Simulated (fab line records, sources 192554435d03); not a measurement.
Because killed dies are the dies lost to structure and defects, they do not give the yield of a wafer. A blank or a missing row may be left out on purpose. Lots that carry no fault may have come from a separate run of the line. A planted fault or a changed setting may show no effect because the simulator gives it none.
fab line records	flow n5-finfet
record lots=4	wafers=12	last-day=18
route steps=1938 shown BEOL_M0_CUTY@714 BEOL_M0@715 BEOL_M4@1111 PASSIVATION@1936
lots that met no fault: taken from a fault-free run of the same line
start-h: hours from the record's opening day to when the first of the lot's shown wafers began	wait-h: hours elapsed since this lot's preceding step	" unchanged from the row above	L1.1+2: one row covering several wafers at once	- either no value or no given start	* or withheld: withheld	< > ~ a bound
route shown NAME@n: NAME is a module with steps in the file, n the number in the route of the first one	usual: the fault-free wafers' mean and standard deviation	same: alike in all rows	chamber/n: place in a boat	sites: the reading at each site	_std_site: standard deviation of those values	_edge_site: the outer-site mean with the inner-site mean subtracted	radius-mm: how far each site lies from the wafer's centre	mask NAME#n: copy n	behind: the last tool/chamber to shape the wafer	hold: why the lot went on hold/how many hours it stayed there/how the hold came to an end	device: names the non-switching transistor (n, p or np)	end of line: the same wafers' tests at the end of the route	for a step that has no rows: nothing shown but its recipe	killed: not the wafer's yield, but the dies lost to structure and defects at the first sort	map: dies across one wafer; x = killed, . = not, _ = none there
set.NAME: the setting as run; set.NAME@STEP: as run at that earlier step	model.NAME: the simulator's own value behind a step, which no gauge read
lots at some steps of the route; a table a step, a row a wafer
services: when a tool's chamber went out of use (start-h, in hours from the record's first day, below 0 if earlier), for how many hours, and the reason
## steps
# step N5_BEOL_M0_CUTY_STRIP_64
# recipe chemistry=N2/H2	temp-c=40	n2-flow-sccm=200	h2-flow-sccm=200	rf-frequency-hz=6e+07
# step N5_BEOL_M0_ETCH_138
# recipe chemistry=CH3F/O2	target-depth-a=120	target=SiCN	time-s=31.6	ion-energy-ev=120	pressure-mtorr=30	source-w=395	bias-w=75	Ar_flow_sccm=150	CH3F_flow_sccm=30	O2_flow_sccm=20	ends=cleared
# step N5_BEOL_M0_HM_OPEN_105
# recipe chemistry=Cl2/BCl3	target-depth-a=120	target=TiN	ion-energy-ev=150	pressure-mtorr=10	icp-w=1000	bias-w=126	Cl2_flow_sccm=53.25	bcl3-flow-sccm=21.75	Ar_flow_sccm=25
# step N5_BEOL_M0_STRIP_140
# recipe chemistry=CF4	resist=SiARC	power-w=300	bias-power-w=75	pressure-mtorr=50	cf4-flow-sccm=150	rf-frequency-hz=6e+07
# step N5_BEOL_M0_STRIP_104
# recipe chemistry=N2/H2	power-w=450	temp-c=40	pressure-mtorr=20	rf-frequency-hz=6e+07	overash-fraction=0.3	bias-power-w=7	h2-frac=0.5	n2-flow-sccm=200	h2-flow-sccm=200
# step N5_BEOL_M0_WET_ETCH_106
# recipe chemistry=DHF	dilution=10:1	temp-c=25	target=SiO2	target-depth-a=1300	dry=ipa-marangoni	rinse-time-s=30	rinse-temp-c=23
# step N5_BEOL_M0_ETCH_128
# recipe chemistry=CF4/N2	target-depth-a=120	overetch-a=51	target=SiCN	time-s=21.4	ion-energy-ev=150	pressure-mtorr=40	source-w=430	bias-w=70	Ar_flow_sccm=100	cf4-flow-sccm=60	n2-flow-sccm=60
# step N5_BEOL_M0_TRENCH_ETCH_107
# recipe chemistry=C4F6/O2	target-depth-a=328	target=SiOC	time-s=16.4	ion-energy-ev=250	pressure-mtorr=30	source-w=355	bias-w=185	Ar_flow_sccm=300	C4F6_flow_sccm=10	O2_flow_sccm=10
# step N5_BEOL_M0_STRIP_142
# recipe chemistry=N2/H2	time-s=10	power-w=450	temp-c=40	pressure-mtorr=20	rf-frequency-hz=6e+07	bias-power-w=7	n2-flow-sccm=200	h2-flow-sccm=200
# step N5_BEOL_M0_HM_STRIP_129
# recipe chemistry=peroxide-tin-strip	material=TiN	target-depth-a=170	temp-c=50	time-s=108
# step N5_BEOL_M0_SRD_130
# recipe time-s=30	temp-c=23	rinse-liquid=diw	dry=ipa-marangoni
# step N5_BEOL_M0_ETCH_109
# recipe chemistry=CH3F/O2	target-depth-a=80	overetch-a=24	target=SiCN	time-s=27.4	ion-energy-ev=120	pressure-mtorr=30	source-w=395	bias-w=75	Ar_flow_sccm=150	CH3F_flow_sccm=30	O2_flow_sccm=20
# usual CH3F_flow_sccm=30.00/0.087	O2_flow_sccm=20.00/0.058	bias-w=75.05/0.22	drypump-motor-current-A=5.6/0.47	mfc-ar-sccm=150.0/0.43	oes-product-au=0.68/0.079	rf-vpp-V=296.6/1.3	showerhead-plenum-p-Torr=1.97/0.035	throttle-valve-pct=16.32/0.29
lot.wafer	tool	chamber	start-h	wait-h	CH3F_flow_sccm	O2_flow_sccm	bias-w	drypump-motor-current-A	mfc-ar-sccm	oes-product-au	rf-hours-counter-h	rf-vpp-V	showerhead-plenum-p-Torr	throttle-valve-pct	model.SiOC_of_BEOL_M0_SAQP_ILD_DEP_01.thk-nm
L705.2	rie-diel-01	2	162.95	0.0	-	-	-	-	-	-	-	-	-	-	44.8
L705.4	"	3	"	"	-	-	-	-	-	-	-	-	-	-	45.2
L705.5	"	2	"	"	-	-	-	-	-	-	-	-	-	-	45.8
L706.2	rie-diel-06	1	163.02	0.1	-	-	-	-	-	-	-	-	-	-	44.2
L706.3	"	2	"	"	-	-	-	-	-	-	-	-	-	-	45.6
L706.6	"	3	"	"	-	-	-	-	-	-	-	-	-	-	45.8
L716.1	rie-diel-01	2	230.61	0.4	30.03	20.07	75.25	5.8	149.8	0.74	44	297.0	1.96	16.33	42
L716.3	"	3	"	"	30.03	19.97	75.00	6.1	150.3	0.68	92	296.3	1.94	15.96	41.8
L716.5	"	0	"	"	30.01	20.01	75.59	4.9	149.7	0.59	-	295.1	1.98	16.80	43.8
L720.2	rie-diel-06	2	250.23	0.0	29.94	20.00	74.95	4.9	150.0	0.75	66	296.7	2.02	16.42	41.6
L720.4	"	2	"	"	29.99	20.13	74.91	4.9	149.8	0.73	-	298.7	2.02	16.42	42.8
L720.6	"	0	"	"	30.11	20.08	75.27	5.8	149.3	0.65	-	295.2	1.93	16.11	42.4
# step N5_BEOL_M0_STRIP_139
# recipe chemistry=post-etch-residue-remover	time-s=60	temp-c=25	remover-ph=withheld	remover-water-wt-pct=withheld	remover-fluoride-wt-pct=withheld
# step N5_BEOL_M0_SRD_111
# recipe time-s=30	temp-c=23	rinse-liquid=diw	dry=ipa-marangoni
# step N5_BEOL_M0_DEGAS_112
# recipe ambient=vacuum	temp-c=250	time-s=60
# step N5_BEOL_M0_PRE_CLEAN_113
# recipe gas=H2/He	time-s=30	temp-c=250
# step N5_BEOL_M0_ALD_136
# recipe material=TaN	target-thk-a=*	temp-c=275	ald-precursor-family=PDMAT	ald-co-reactant=NH3	pressure-torr=3	carrier-flow-sccm=1500	pulse-time-s=2	purge-time-s=3	co-reactant-purge-time-s=2	co-reactant-pulse-time-s=3	ald-cycles=30	precursor-vessel-temp-c=75	precursor-vessel-pressure-torr=26.25	precursor-vessel-carrier-sccm=1000
# step N5_BEOL_M0_SURFACE_TREAT_137
# recipe gas=Ar	time-s=*	ion-energy-ev=*	ion-current-ma-cm2=0.5	pressure-mtorr=*	ar-flow-sccm=30
# step N5_BEOL_M0_CVD_115
# recipe material=Co	target-thk-a=*	temp-c=withheld	precursor=CCTBA/H2	pressure-torr=30	time-s=120
# step N5_BEOL_M0_SPUTTER_116
# recipe material=Cu	target-thk-a=40	temp-c=-20	chamber-pressure-pa=0.07	power-w=withheld	time-s=7.37
# step N5_BEOL_M0_ANNEAL_117
# recipe temp-c=400	time-s=60	ambient=vacuum
# step N5_BEOL_M0_SPUTTER_132
# recipe material=Cu	target-thk-a=40	temp-c=-20	chamber-pressure-pa=0.07	power-w=withheld	time-s=7.37
# step N5_BEOL_M0_ANNEAL_133
# recipe temp-c=400	time-s=60	ambient=vacuum
# step N5_BEOL_M0_SPUTTER_134
# recipe material=Cu	target-thk-a=40	temp-c=-20	chamber-pressure-pa=0.07	power-w=withheld	time-s=7.37
# step N5_BEOL_M0_ANNEAL_135
# recipe temp-c=400	time-s=60	ambient=vacuum
# step N5_BEOL_M0_SPUTTER_141
# recipe material=Cu	target-thk-a=40	temp-c=-20	chamber-pressure-pa=0.07	power-w=withheld	time-s=7.37
# step N5_BEOL_M0_ECD_118
# recipe material=Cu	target-thk-a=3000
# step N5_BEOL_M0_ANNEAL_119
# recipe temp-c=225	time-s=90	ambient=N2
# step N5_BEOL_M0_CMP_120
# recipe stop-on=SiOC	t-overpolish-s=6.9	down-force-psi=1	platen-rpm=50	clearing-platen-down-force-psi=1.5	clearing-platen-rpm=50	post-cmp-clean=cu-alkaline	clearing-platen-pad-velocity-m-s=0.99484	pad-velocity-m-s=0.99484
# usual motor-current-A=6.0/0.71	slurry-flow-ml-min=149.9/0.48
lot.wafer	tool	chamber	start-h	wait-h	motor-current-A	slurry-flow-ml-min	model.SiOC_of_BEOL_M0_SAQP_ILD_DEP_01.thk-nm
L705.2	cmp-03	0	165.42	0.2	7.0	149.9	41.8
L705.4	"	1	"	"	6.8	149.7	42
L705.5	"	0	"	"	7.0	148.9	42.6
L706.3	cmp-04	3	165.70	0.2	7.1	149.6	42.6
L706.2	"	1	"	"	6.5	149.7	41
L706.6	"	0	"	"	5.0	150.0	42.8
L716.3	cmp-01	1	234.43	0.2	6.5	149.6	38.8
L716.1	"	3	"	"	5.5	150.4	39
L716.5	"	2	"	"	5.3	150.0	40.6
L720.4	cmp-04	2	253.03	0.2	5.3	150.4	39.8
L720.2	"	3	"	"	6.9	149.4	38.6
L720.6	"	3	"	"	7.1	149.3	39.2
# step N5_BEOL_M0_PRE_CLEAN_131
# recipe gas=NH3/H2	time-s=15	temp-c=*	rf-power-w=300
# step N5_BEOL_M0_CO_CAP_123
# recipe material=Co	target-thk-a=20	temp-c=200	precursor=CCTBA/H2	pressure-torr=30	time-s=102.1
# step N5_BEOL_M0_PRE_CLEAN_124
# recipe gas=NH3	time-s=15	temp-c=withheld	rf-power-w=300
# step N5_BEOL_M0_DEP_125
# recipe material=SiCN	target-thk-a=80	temp-c=withheld	precursor=3MS/NH3	pressure-torr=3	rf-w=202	time-s=14
# step N5_BEOL_M0_RS_MEAS_126
# recipe thk-meas-gauge=four-point-probe	reads=Co_of_BEOL_M0_CO_CAP_123+Cu_of_BEOL_M0_ECD_118+Co_of_BEOL_M0_CVD_115+TaN_of_BEOL_M0_ALD_136
# usual M0_RS=0.532/0.017
lot.wafer	tool	chamber	start-h	wait-h	M0_RS[ohm/sq]
L705.2	film-metro-01	-	166.00	0.1	0.607
L705.4	"	-	"	"	0.616
L705.5	"	-	"	"	0.637
L706.2	film-metro-01	-	166.27	0.1	0.671
L706.3	"	-	"	"	0.589
L706.6	"	-	"	"	0.611
L716.1	film-metro-02	-	234.98	0.0	0.553
L716.3	"	-	"	"	0.546
L716.5	"	-	"	"	0.511
L720.2	film-metro-02	-	253.59	0.1	0.538
L720.4	"	-	"	"	0.549
L720.6	"	-	"	"	0.541
# step N5_BEOL_M4_RC_MEAS_101
# usual DIBL_N=35.6/1.7	DIBL_P=35.0/2	IOFF_N=0.148/0.027	IOFF_P=0.19/0.032	ION_N=671/14	ION_P=460/9.1	SS_N=71.3/0.62	SS_P=73.0/0.64	VT_N=251/3.2	VT_P=-251.5/2.9
lot.wafer	tool	chamber	start-h	wait-h	DIBL_N[mV/V]	DIBL_P[mV/V]	IOFF_N[nA/um]	IOFF_P[nA/um]	ION_N[uA/um]	ION_P[uA/um]	SS_N[mV/dec]	SS_P[mV/dec]	VT_N[mV]	VT_P[mV]
L716.1	prober-01	0	296.51	0.0	36.1	35.4	0.141	0.18	672	458	70.8	72.8	252	-252.9
L716.3	"	0	"	"	36.5	36.2	0.153	0.19	670	457	70.9	72.4	251	-250.3
L716.5	"	0	"	"	37.2	36.2	0.154	0.18	670	452	71.8	73.2	252	-253.0
L720.2	prober-01	0	322.17	0.2	37.2	37.1	0.165	0.21	673	462	70.8	73.0	246	-249.8
L720.4	"	0	"	"	37.3	36.3	0.151	0.18	671	452	71.6	73.3	252	-255.0
L720.6	"	0	"	"	37.2	37.4	0.156	0.20	682	466	71.9	73.2	252	-252.4
# step N5_PASSIVATION_PROBE_49
# usual defect-limited-yield=91.2/1.6	killed_at_M0_to_M3=35/11	killed_at_M4_up=14/5.4	killed-at-contacts=13/6	killed-at-front-end=38/11	killed-at-other=3.4/2.6	killed-dies=104/19	killed-on-rim=13/3.9	killed-open=68/13	killed-short=34/8.5	sort_bin_5_function=5.1/1	sort_bin_6_memory=3.3/0.72	sort-n-pass=1075/22	sort-yield-pct=91.1/1.9
# same gross-dies=1180	killed-at-back-side=0	sort_bin_4_leakage[%]=0	sort_bin_8_speed[%]=0
lot.wafer	tool	chamber	start-h	wait-h	defect-limited-yield[%]	killed_at_M0_to_M3	killed_at_M4_up	killed-at-contacts	killed-at-front-end	killed-at-other	killed-dies	killed-on-rim	killed-open	killed-short	sort_bin_5_function[%]	sort_bin_6_memory[%]	sort-n-pass	sort-yield-pct[%]
L705.2	prober-01	-	333.53	0.1	0	1119	22	4	34	1	1180	152	70	32	96.2	3.6	0	0
L705.4	prober-01	-	333.63	0.2	0	1116	10	15	36	3	1180	152	69	30	96.4	3.2	0	0
L705.5	prober-01	-	333.68	0.2	0	1130	14	4	30	2	1180	152	49	29	97.8	2.0	0	0
# killed by level:class
L705.2 BEOL_M0:area-etch=1078 BEOL_M4:geometric-particle:open=11 BEOL_M0_SAQP:geometric-particle:short=9 BEOL_M3:geometric-particle:open=9 FIN_SAQP:geometric-particle:short=7 BEOL_M0_SAQP:geometric-particle:open=7 BEOL_M2:geometric-particle:open=7 FIN_SAQP:geometric-particle:open=6
L705.4 BEOL_M0:area-etch=1079 MOL_CONTACT_COAG:geometric-particle:open=11 BEOL_M2:geometric-particle:open=9 BEOL_M3:geometric-particle:open=8 BEOL_M1:geometric-particle:open=7 FIN_SAQP:geometric-particle:open=5 GATE_CUT:geometric-particle:short=5 BEOL_M2:geometric-particle:short=5
L705.5 BEOL_M0:area-etch=1101 BEOL_M3:geometric-particle:open=11 FIN_SAQP:geometric-particle:short=8 BEOL_M0_SAQP:geometric-particle:short=6 GATE_CUT:geometric-particle:open=5 DUMMY_GATE:geometric-particle:open=4 GATE_CUT:geometric-particle:short=4 BEOL_M0_SAQP:geometric-particle:open=4
# map L705.2 (x killed, . not)
_________________xxxxxxxxxxxx________________
______________xxxxxxxxxxxxxxxxxx_____________
___________xxxxxxxxxxxxxxxxxxxxxxxx__________
__________xxxxxxxxxxxxxxxxxxxxxxxxxx_________
________xxxxxxxxxxxxxxxxxxxxxxxxxxxxxx_______
_______xxxxxxxxxxxxxxxxxxxxxxxxxxxxxxxx______
______xxxxxxxxxxxxxxxxxxxxxxxxxxxxxxxxxx_____
_____xxxxxxxxxxxxxxxxxxxxxxxxxxxxxxxxxxxx____
____xxxxxxxxxxxxxxxxxxxxxxxxxxxxxxxxxxxxxx___
___xxxxxxxxxxxxxxxxxxxxxxxxxxxxxxxxxxxxxxxx__
___xxxxxxxxxxxxxxxxxxxxxxxxxxxxxxxxxxxxxxxx__
__xxxxxxxxxxxxxxxxxxxxxxxxxxxxxxxxxxxxxxxxxx_
__xxxxxxxxxxxxxxxxxxxxxxxxxxxxxxxxxxxxxxxxxx_
_xxxxxxxxxxxxxxxxxxxxxxxxxxxxxxxxxxxxxxxxxxxx
_xxxxxxxxxxxxxxxxxxxxxxxxxxxxxxxxxxxxxxxxxxxx
_xxxxxxxxxxxxxxxxxxxxxxxxxxxxxxxxxxxxxxxxxxxx
_xxxxxxxxxxxxxxxxxxxxxxxxxxxxxxxxxxxxxxxxxxxx
_xxxxxxxxxxxxxxxxxxxxxxxxxxxxxxxxxxxxxxxxxxxx
_xxxxxxxxxxxxxxxxxxxxxxxxxxxxxxxxxxxxxxxxxxxx
_xxxxxxxxxxxxxxxxxxxxxxxxxxxxxxxxxxxxxxxxxxxx
_xxxxxxxxxxxxxxxxxxxxxxxxxxxxxxxxxxxxxxxxxxxx
__xxxxxxxxxxxxxxxxxxxxxxxxxxxxxxxxxxxxxxxxxx_
__xxxxxxxxxxxxxxxxxxxxxxxxxxxxxxxxxxxxxxxxxx_
___xxxxxxxxxxxxxxxxxxxxxxxxxxxxxxxxxxxxxxxx__
___xxxxxxxxxxxxxxxxxxxxxxxxxxxxxxxxxxxxxxxx__
____xxxxxxxxxxxxxxxxxxxxxxxxxxxxxxxxxxxxxx___
_____xxxxxxxxxxxxxxxxxxxxxxxxxxxxxxxxxxxx____
______xxxxxxxxxxxxxxxxxxxxxxxxxxxxxxxxxx_____
_______xxxxxxxxxxxxxxxxxxxxxxxxxxxxxxxx______
________xxxxxxxxxxxxxxxxxxxxxxxxxxxxxx_______
__________xxxxxxxxxxxxxxxxxxxxxxxxxx_________
___________xxxxxxxxxxxxxxxxxxxxxxxx__________
______________xxxxxxxxxxxxxxxxxx_____________
_________________xxxxxxxxxxxx________________
# map L716.3 (x killed, . not)
_________________............________________
______________...x....x.....x..._____________
___________...x......x.............__________
__________x...........xx............_________
________...................xx.......x._______
_______.......x........................______
______.................................._____
_____.....x.......x..x.....x.............____
____...........................x..x.......___
___....................x..............x.x..__
___....x....x...x..x.x.......x...x.........__
__..........x..........x.......x.x.........._
__..................x...x........x...x......_
_..........x...xxx.............x.......x.....
_................x........x....xx.........x..
_...xx...x....x........x..x.......x..........
_.....x........x.............................
_........x..........................x........
_............x...........x..x..x..x..........
_...............x......................x.x...
_.x.x...................xx.....x.............
__............x.........x.x............xx..._
__x.......x.........x..........x.......x...._
___.x..x..x................................__
___.....x.........x.........x..............__
____...........x....x................x....___
_____.......x...........x....x...........____
______..........xx......................_____
_______xx....................x.......x.______
________....x.............x..........._______
__________........x.x..............._________
___________..........x.............__________
______________...............x.._____________
_________________..x.........________________
## services
tool	chamber	start-h	hours	kind
cmp-01	-	152.68	1.9	repair
rie-diel-06	1	153.08	4.2	repair
cmp-03	-	153.58	2.2	repair
cmp-03	-	160.66	1.4	repair
rie-diel-01	1	162.13	-	clean
rie-diel-01	1	162.13	-	consumable-replace:focus-ring
rie-diel-01	1	162.13	17.2	scheduled-down
rie-diel-01	1	162.13	17.2	vent-cycle
cmp-01	-	183.94	1.7	repair
cmp-04	-	185.89	8.7	pm
cmp-01	-	200.65	5.8	pm
cmp-01	-	213.24	2.2	repair
rie-diel-06	1	214.36	13.2	repair
cmp-04	-	221.30	4.0	pm
cmp-04	-	225.30	-	consumable-replace:conditioner
cmp-04	-	225.30	-	consumable-replace:pad
rie-diel-01	0	238.87	-	clean
rie-diel-01	0	238.87	-	consumable-replace:focus-ring
rie-diel-01	0	238.87	17.9	scheduled-down
rie-diel-01	0	238.87	17.9	vent-cycle
cmp-01	-	239.82	5.8	repair
cmp-01	-	247.03	0.3	repair
cmp-01	-	247.35	1.5	repair
cmp-03	-	249.04	4.0	pm
## key
first-sign step=N5_BEOL_M0_ETCH_109	reading=tool-record	direction=missing
effect step=N5_BEOL_M0_RS_MEAS_126	reading=M0_RS	direction=up	sigmas=5.2	usual=0.532	struck=0.622
effect step=N5_PASSIVATION_PROBE_49	reading=killed_at_M0_to_M3	direction=up	sigmas=99+	usual=35	struck=1122
model-effect step=N5_BEOL_M0_ETCH_109	value=SiOC_of_BEOL_M0_SAQP_ILD_DEP_01.thk-nm	without=42.33	struck=45.23
model-effect step=N5_BEOL_M0_CMP_120	value=SiOC_of_BEOL_M0_SAQP_ILD_DEP_01.thk-nm	without=39.27	struck=42.13
more-kills-born-at N5_BEOL_M0_ETCH_109@rie-diel-01=3258
met-at N5_BEOL_M0_ETCH_109
struck-wafers L705.2,L705.4,L705.5,L706.2,L706.3,L706.6
rows-end L706.2,L706.3,L706.6
later-rows-left-out L705.2,L705.4,L705.5
earlier-fault kind=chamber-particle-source	tool=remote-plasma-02	chamber=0	onset-h=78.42	steps=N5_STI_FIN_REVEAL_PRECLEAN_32	rate-per-visit-cm2=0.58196
fault kind=skipped-step-whole	tool=rie-diel-01,rie-diel-06	chamber=-	onset-h=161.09	steps=N5_BEOL_M0_ETCH_109	scope=struck-lots-only
# later-rows-left-out: the simulator's readings of these wafers behind a module that went badly wrong aren't trusted and aren't shown, but for the sort
# rows-end: these wafers met a further fault down the route, and their rows from its step on are left out
